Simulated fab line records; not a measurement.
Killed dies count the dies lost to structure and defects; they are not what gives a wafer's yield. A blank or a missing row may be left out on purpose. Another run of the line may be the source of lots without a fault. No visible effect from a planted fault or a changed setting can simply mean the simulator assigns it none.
Comparing a struck lot with a sound one -- flow nand_harc -- 20 steps out of a route of 1159
Sound: these wafers, L360.1, L360.3, L360.4. The struck wafers were L371.2, L371.4, L371.6. At the end, the cause is stated.
For every step that has rows: the tool of each side, followed by ch and its chambers, followed by its first start. Under that, the readings that differ: sound wafers -- struck wafers -- difference of the means -- sigmas: that difference in standard deviations of wafers without a fault.
alike: readings with means less than 2 such deviations apart, plus words and numbers identical on both sides. not compared: withheld readings, readings lacking a value on some wafer, bounds such as >300 that could conceal the same value, and numbers that have no deviation in the record and whose values overlap.
A row with sigmas, a row that says differs or no value, or rows on one side alone: a step with any of these is where the two part. Non-overlapping numbers with no deviation appear without sigmas and do not part them. A reading missing from all wafers of one side parts the sides only when that side holds two or more wafers.

NHARC_P_GATE_CD_MEAS_59: target cd 720 nm.
  sound on cd_sem-02 ch 0, day 5 20:49; struck on cd_sem-01 ch 0, day 8 11:05
  alike: cd_nm
then, 1 step without rows for these wafers: NHARC_P_GATE_HARDBAKE_60 (time 80 s).
NHARC_P_GATE_DESCUM_61: chemistry O2, time 3 s.
  sound on rie_diel-02 ch 0,1,2, day 5 21:00; struck on rie_diel-02 ch 1,2,3, day 8 11:14
  alike: drypump_motor_current_A, mfc_ar_sccm, oes_product_au, rf_vpp_V, showerhead_plenum_p_Torr, throttle_valve_pct
  not compared: rf_hours_counter_h
next, for these wafers, 1 step has no rows: NHARC_P_GATE_IMPLANT_62.
NHARC_P_GATE_STRIP_112: strips in N2/H2, time 200 s.
  sound on plasma_asher-02 ch 0,1, day 5 21:22; struck on plasma_asher-01 ch 0,1, day 8 11:40
reading,sound,struck,difference,sigmas
rf_refl_power_W (W),20.4 20.6 19.5,16.3 16.7 16.7,-3.6,-2
  alike: drypump_motor_current_A, heater_power_w
  not compared: rf_hours_counter_h
NHARC_P_GATE_STRIP_76: strips in O2.
  sound on plasma_asher-02 ch 0,1, day 5 21:38; struck on plasma_asher-01 ch 0,1, day 8 11:55
  alike: drypump_motor_current_A, heater_power_w, rf_refl_power_W
  not compared: rf_hours_counter_h
then, 6 steps without rows for these wafers: NHARC_P_GATE_STRIP_63 (strips in SPM, time 900 s); NHARC_P_GATE_DEHYDRATE_83 (time 120 s); NHARC_P_GATE_HMDS_84 (time 30 s); NHARC_P_GATE_COAT_85; NHARC_P_GATE_SOFTBAKE_86 (time 95 s); NHARC_P_GATE_EBR_87.
NHARC_P_GATE_EXPOSE_88: exposes mask P HVN, target cd 2000 nm.
  sound on krf_scanner-04 ch 0, day 5 22:16; struck on krf_scanner-01 ch 0, day 8 12:41
reading,sound,struck,difference,sigmas
mask,P_HVN#0 P_HVN#0 P_HVN#0,P_HVN_R1#0 P_HVN_R1#0 P_HVN_R1#0,differs,
  alike: exposure_dose_mJ_cm2
then, 2 steps without rows for these wafers: NHARC_P_GATE_PEB_89 (peb time 85 s); NHARC_P_GATE_DEVELOP_90 (time 70 s).
NHARC_P_GATE_CD_MEAS_91: target cd 2000 nm.
  sound on cd_sem-03 ch 0, day 5 22:25; struck on cd_sem-03 ch 0, day 8 12:50
reading,sound,struck,difference,sigmas
cd_nm (nm),1998.8 1998.8 2000.7,2193.2 2191.0 2195.8,+193.9,+92
then, 1 step without rows for these wafers: NHARC_P_GATE_HARDBAKE_92 (time 80 s).
NHARC_P_GATE_DESCUM_93: chemistry O2, time 3 s.
  sound on rie_diel-05 ch 0,1,2, day 5 22:36; struck on rie_diel-08 ch 2,3, day 8 13:01
reading,sound,struck,difference,sigmas
model.P_GATE.cd_nm (nm),2000 1999 2001,2192 2190 2194,+192,
  alike: drypump_motor_current_A, mfc_ar_sccm, oes_product_au, rf_vpp_V, showerhead_plenum_p_Torr, throttle_valve_pct
  not compared: rf_hours_counter_h
next, for these wafers, 1 step has no rows: NHARC_P_GATE_IMPLANT_94.
-- record jumps: 14 days between struck wafers' starts before vs after; left off in module P_GATE, resumes in module END, first step shown is number 1159 of the route --
NHARC_END_SORT_01:
  only the struck wafers appear in the record here, on prober-02 ch 0 at day 22 09:12; the sound ones have no rows

## WHERE THEY PART
First at NHARC_P_GATE_STRIP_112; last, within this record, at NHARC_END_SORT_01.

WHY: the cause the simulator had injected
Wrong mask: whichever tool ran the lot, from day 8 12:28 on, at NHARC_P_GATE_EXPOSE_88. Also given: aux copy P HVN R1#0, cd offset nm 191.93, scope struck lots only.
